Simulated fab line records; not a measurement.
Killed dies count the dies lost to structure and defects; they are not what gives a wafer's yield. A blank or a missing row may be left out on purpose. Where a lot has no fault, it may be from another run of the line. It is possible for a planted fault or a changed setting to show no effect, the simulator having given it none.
Matching of chambers / flow n5_finfet / N5_MOL_CONTACT_COAG_ETCH_105 on rie_diel-01: 4 sister chambers
The step etches SiARC in CF4, target depth 15.6 nm, time 26 s. 8 wafers are shown with their chamber, then 10 later ones without.

WAFERS PAIRED WITH THEIR CHAMBERS
wafer=L085.6; chamber=3; throttle_valve_pct (%)=15.38; showerhead_plenum_p_Torr (Torr)=2.10
wafer=L089.3; chamber=0; throttle_valve_pct (%)=15.56; showerhead_plenum_p_Torr (Torr)=2.11
wafer=L089.4; chamber=2; throttle_valve_pct (%)=15.42; showerhead_plenum_p_Torr (Torr)=2.20
wafer=L090.2; chamber=3; throttle_valve_pct (%)=15.38; showerhead_plenum_p_Torr (Torr)=2.10
wafer=L090.5; chamber=2; throttle_valve_pct (%)=15.43; showerhead_plenum_p_Torr (Torr)=2.20
wafer=L090.6; chamber=1; throttle_valve_pct (%)=15.99; showerhead_plenum_p_Torr (Torr)=2.05
wafer=L092.1; chamber=0; throttle_valve_pct (%)=15.57; showerhead_plenum_p_Torr (Torr)=2.11
wafer=L092.2; chamber=1; throttle_valve_pct (%)=15.99; showerhead_plenum_p_Torr (Torr)=2.04

WAFERS WITH NO CHAMBER GIVEN
wafer=L092.5; throttle_valve_pct (%)=15.55; showerhead_plenum_p_Torr (Torr)=2.11
wafer=L094.2; throttle_valve_pct (%)=15.58; showerhead_plenum_p_Torr (Torr)=2.11
wafer=L094.3; throttle_valve_pct (%)=15.39; showerhead_plenum_p_Torr (Torr)=2.10
wafer=L094.6; throttle_valve_pct (%)=15.57; showerhead_plenum_p_Torr (Torr)=2.11
wafer=L095.1; throttle_valve_pct (%)=15.45; showerhead_plenum_p_Torr (Torr)=2.19
wafer=L095.2; throttle_valve_pct (%)=15.40; showerhead_plenum_p_Torr (Torr)=2.10
wafer=L095.3; throttle_valve_pct (%)=16.02; showerhead_plenum_p_Torr (Torr)=2.04
wafer=L096.1; throttle_valve_pct (%)=15.40; showerhead_plenum_p_Torr (Torr)=2.09
wafer=L096.4; throttle_valve_pct (%)=15.60; showerhead_plenum_p_Torr (Torr)=2.11
wafer=L096.5; throttle_valve_pct (%)=15.41; showerhead_plenum_p_Torr (Torr)=2.09

EACH ONE'S CHAMBER
wafer=L092.5; from the rows above=0; in truth=0
wafer=L094.2; from the rows above=0; in truth=0
wafer=L094.3; from the rows above=3; in truth=3
wafer=L094.6; from the rows above=0; in truth=0
wafer=L095.1; from the rows above=2; in truth=2
wafer=L095.2; from the rows above=3; in truth=3
wafer=L095.3; from the rows above=1; in truth=1
wafer=L096.1; from the rows above=3; in truth=3
wafer=L096.4; from the rows above=0; in truth=0
wafer=L096.5; from the rows above=3; in truth=3
Correctly placed: 10 of 10. Not placeable from these rows: 0. 0 placed wrongly.
How it was worked out, from the rows above alone: a wafer's distance from a chamber is the root of the sum, over the readings, of the square of ((its reading less the chamber's mean) divided by the reading's scatter). If the next closest chamber is less than 2 further off than the closest, the wafer can't be placed; otherwise it belongs to the closest. Each chamber's mean is taken over the wafers shown for it. The scatter: take each reading less its chamber's mean, square it, sum over the shown wafers, divide by the number of wafers less the number of chambers, and take the root.
